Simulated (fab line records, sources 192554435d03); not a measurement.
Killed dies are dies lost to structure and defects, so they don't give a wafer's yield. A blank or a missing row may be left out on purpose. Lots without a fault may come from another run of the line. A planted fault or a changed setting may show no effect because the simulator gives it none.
Which tool did it? | flow n5_finfet | 10 lots, 27 wafers sampled, at 5 steps of a route of 1938

WHAT THE GAUGES READ, wafer by wafer
N5_BEOL_M13_THK_MEAS_01.
lot  | measured     | on            | M13_ILD_THK (nm)
L986 | day 10 07:29 | film_metro-01 | 826 844 852
L988 | day 11 06:02 | film_metro-02 | 836 840 854
L989 | day 11 08:16 | film_metro-02 | 825 834 869
L994 | day 12 22:11 | film_metro-01 | 842 571
L100 | day 14 08:00 | film_metro-02 | 582 834
L102 | day 14 20:17 | film_metro-02 | 842 860
L103 | day 15 06:48 | film_metro-02 | 829 829 852
L104 | day 15 07:19 | film_metro-02 | 830 841 854
L106 | day 15 14:44 | film_metro-02 | 832 839 850
L105 | day 15 15:01 | film_metro-01 | 841 854 856

N5_BEOL_M13_INSPECT_12: inspects for defects (macro).
lot  | measured     | on                | raw_defect_count
L986 | day 10 07:50 | defect_inspect-01 | 0 1 1
L988 | day 11 06:23 | defect_inspect-01 | 2 4 1
L989 | day 11 08:38 | defect_inspect-02 | 1 5 6
L994 | day 12 22:32 | defect_inspect-02 | 3 4
L100 | day 14 08:22 | defect_inspect-02 | 4 2
L102 | day 14 20:39 | defect_inspect-02 | 2 2
L103 | day 15 07:17 | defect_inspect-01 | 3 1 3
L104 | day 15 07:40 | defect_inspect-02 | 1 1 1
L106 | day 15 15:13 | defect_inspect-02 | 3 2 2
L105 | day 15 15:22 | defect_inspect-01 | 1 2 5

WHICH TOOL RAN EACH LOT (tool, then ch and the chambers of the sampled wafers, then the start)
lot  | N5_BEOL_M12_DESCUM_33              | N5_BEOL_M12_STRIP_37                 | N5_BEOL_M13_ILD_DEP_00
L986 | rie_diel-02 ch 1,3, day 10 05:09   | plasma_asher-01 ch 0,1, day 10 05:44 | pecvd-02 ch 0,2, day 10 07:20
L988 | rie_diel-02 ch 0,1, day 11 01:49   | plasma_asher-01 ch 0,1, day 11 02:23 | pecvd-02 ch 0,1,2, day 11 05:53
L989 | rie_diel-03 ch 0,1, day 11 03:58   | plasma_asher-02 ch 0,1, day 11 04:31 | pecvd-04 ch 1,2, day 11 08:07
L994 | rie_diel-02 ch 1,3, day 12 18:46   | plasma_asher-01 ch 0, day 12 19:27   | pecvd-02 ch 1, day 12 22:02
L100 | rie_diel-03 ch 2,3, day 14 03:53   | plasma_asher-02 ch 1, day 14 04:26   | pecvd-02 ch 0,2, day 14 07:51
L102 | rie_diel-06 ch 0,1, day 14 17:13   | plasma_asher-02 ch 1, day 14 17:47   | pecvd-01 ch 0, day 14 20:08
L103 | rie_diel-06 ch 0,1,2, day 14 21:56 | plasma_asher-01 ch 0,1, day 14 22:37 | pecvd-01 ch 0,1,2, day 15 06:39
L104 | rie_diel-06 ch 0,1,3, day 15 02:04 | plasma_asher-02 ch 0,1, day 15 02:37 | pecvd-01 ch 1,2, day 15 07:10
L106 | rie_diel-03 ch 0,1,3, day 15 09:56 | plasma_asher-02 ch 0,1, day 15 10:29 | pecvd-04 ch 0,1,2, day 15 14:35
L105 | rie_diel-02 ch 1,2, day 15 11:25   | plasma_asher-01 ch 0,1, day 15 11:59 | pecvd-04 ch 0,2, day 15 14:51
- N5_BEOL_M12_DESCUM_33: chemistry O2, time 7.9 s.
- N5_BEOL_M12_STRIP_37: strips in N2/H2.
- N5_BEOL_M13_ILD_DEP_00: deposits SiOC from DEMS/O2, target thk 837.92 nm, time 166.4 s.

WHAT THE TOOLS THEMSELVES READ (means of the sampled wafers that have a number; where no wafer has one, the mark that the record gives instead)
N5_BEOL_M12_DESCUM_33.
lot  | tool        | drypump_motor_current_A (A) | oes_product_au (a.u.) | rf_vpp_V (V) | showerhead_plenum_p_Torr (Torr) | throttle_valve_pct (%)
L986 | rie_diel-02 | 5.55                        | 0.85                  | 241.9        | 2.03                            | 20.57
L988 | rie_diel-02 | 5.36                        | 0.72                  | 241.8        | 1.98                            | 20.80
L989 | rie_diel-03 | 5.15                        | 0.90                  | 243.6        | 2.11                            | 20.16
L994 | rie_diel-02 | 5.49                        | 0.79                  | 242.6        | 2.02                            | 20.68
L100 | rie_diel-03 | 5.81                        | 0.78                  | 243.2        | 2.06                            | 20.20
L102 | rie_diel-06 | 5.73                        | 0.80                  | 243.1        | 2.06                            | 20.32
L103 | rie_diel-06 | 5.66                        | 0.80                  | 242.9        | 2.07                            | 20.35
L104 | rie_diel-06 | 5.78                        | 0.83                  | 243.1        | 2.12                            | 20.31
L106 | rie_diel-03 | 5.41                        | 0.77                  | 242.9        | 2.06                            | 20.26
L105 | rie_diel-02 | 5.37                        | 0.76                  | 241.4        | 2.00                            | 20.73

N5_BEOL_M12_STRIP_37.
lot  | tool            | drypump_motor_current_A (A) | heater_power_w (W) | oes_product_au (a.u.)
L986 | plasma_asher-01 | 5.1                         | 313                | 0.794
L988 | plasma_asher-01 | 5.5                         | 314                | 0.795
L989 | plasma_asher-02 | 5.2                         | 302                | 0.793
L994 | plasma_asher-01 | 5.9                         | 308                | 0.782
L100 | plasma_asher-02 | 6.2                         | 316                | 0.801
L102 | plasma_asher-02 | 6.2                         | 313                | 0.794
L103 | plasma_asher-01 | 5.5                         | 312                | 0.789
L104 | plasma_asher-02 | 5.7                         | 307                | 0.785
L106 | plasma_asher-02 | 5.8                         | 311                | 0.791
L105 | plasma_asher-01 | 5.1                         | 316                | 0.787

N5_BEOL_M13_ILD_DEP_00.
lot  | tool     | heater_power_w (W) | run_length_s (s) | showerhead_plenum_p_Torr (Torr) | throttle_valve_pct (%)
L986 | pecvd-02 | 445                | 211.1            | 5.692                           | 11.8
L988 | pecvd-02 | 525                | 211.2            | 5.669                           | 12.2
L989 | pecvd-04 | 466                | 211.2            | 5.697                           | 12.1
L994 | pecvd-02 | 594                | 184.6            | 5.682                           | 12.6
L100 | pecvd-02 | 423                | 184.6            | 5.681                           | 11.8
L102 | pecvd-01 | 580                | 210.8            | 5.725                           | 12.9
L103 | pecvd-01 | 475                | 210.9            | 5.713                           | 12.5
L104 | pecvd-01 | 446                | 211.4            | 5.715                           | 12.4
L106 | pecvd-04 | 478                | 210.9            | 5.700                           | 11.9
L105 | pecvd-04 | 538                | 210.5            | 5.706                           | 11.5

THE ANSWER, worked out from the rows above alone
Rule: what is usual is taken from the lots themselves. Put in order of their means at a reading, lots are off if they are a third of the lots or fewer, leave a main group of 4 or more, and stand apart from it by a gap of 3 or more times the standard deviation of the main group's means; of several such gaps the widest counts. A main group whose means are all the same, to the digits that the tables above print for the reading, isn't used. A lot without any number at a reading at which 4 lots or more have one is off too. The other lots that the step has rows for count as sound. The gauges are gone through in route order, then the tools' own readings, and for those a lot's mean is taken as printed above. The first step at which some lot is off is used, and at that step the reading that is off furthest; a lot without a number counts as furthest.
Off: L994, L100, at N5_BEOL_M13_THK_MEAS_01 (M13_ILD_THK). The main group: mean 843 nm, standard deviation 4.6.
A tool fits if, at a process step before that reading, it ran every lot that is off, and no sound lot after the first of them. The gauges at N5_BEOL_M13_THK_MEAS_01 aren't tried: what is off there is off at N5_BEOL_M13_ILD_DEP_00 too, on other tools, and a gauge's error can't cause that. One fits: pecvd-02 at N5_BEOL_M13_ILD_DEP_00. Its last sound lot is L988 (day 11 05:53), its first lot that is off L994 (day 12 22:02): a fault that began between those two fits.
The tool's own readings at N5_BEOL_M13_ILD_DEP_00 bear it out: on the lots that are off they differ by more than 5 times the standard deviation of the sound lots' means. run_length_s reads 184.6 s there against 211.0 s on the sound lots.

WHAT THE SIMULATOR HAD PUT IN
Process parameter drift: pecvd-02, from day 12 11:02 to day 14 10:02, at N5_BEOL_M13_ILD_DEP_00. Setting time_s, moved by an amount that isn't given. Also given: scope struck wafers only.
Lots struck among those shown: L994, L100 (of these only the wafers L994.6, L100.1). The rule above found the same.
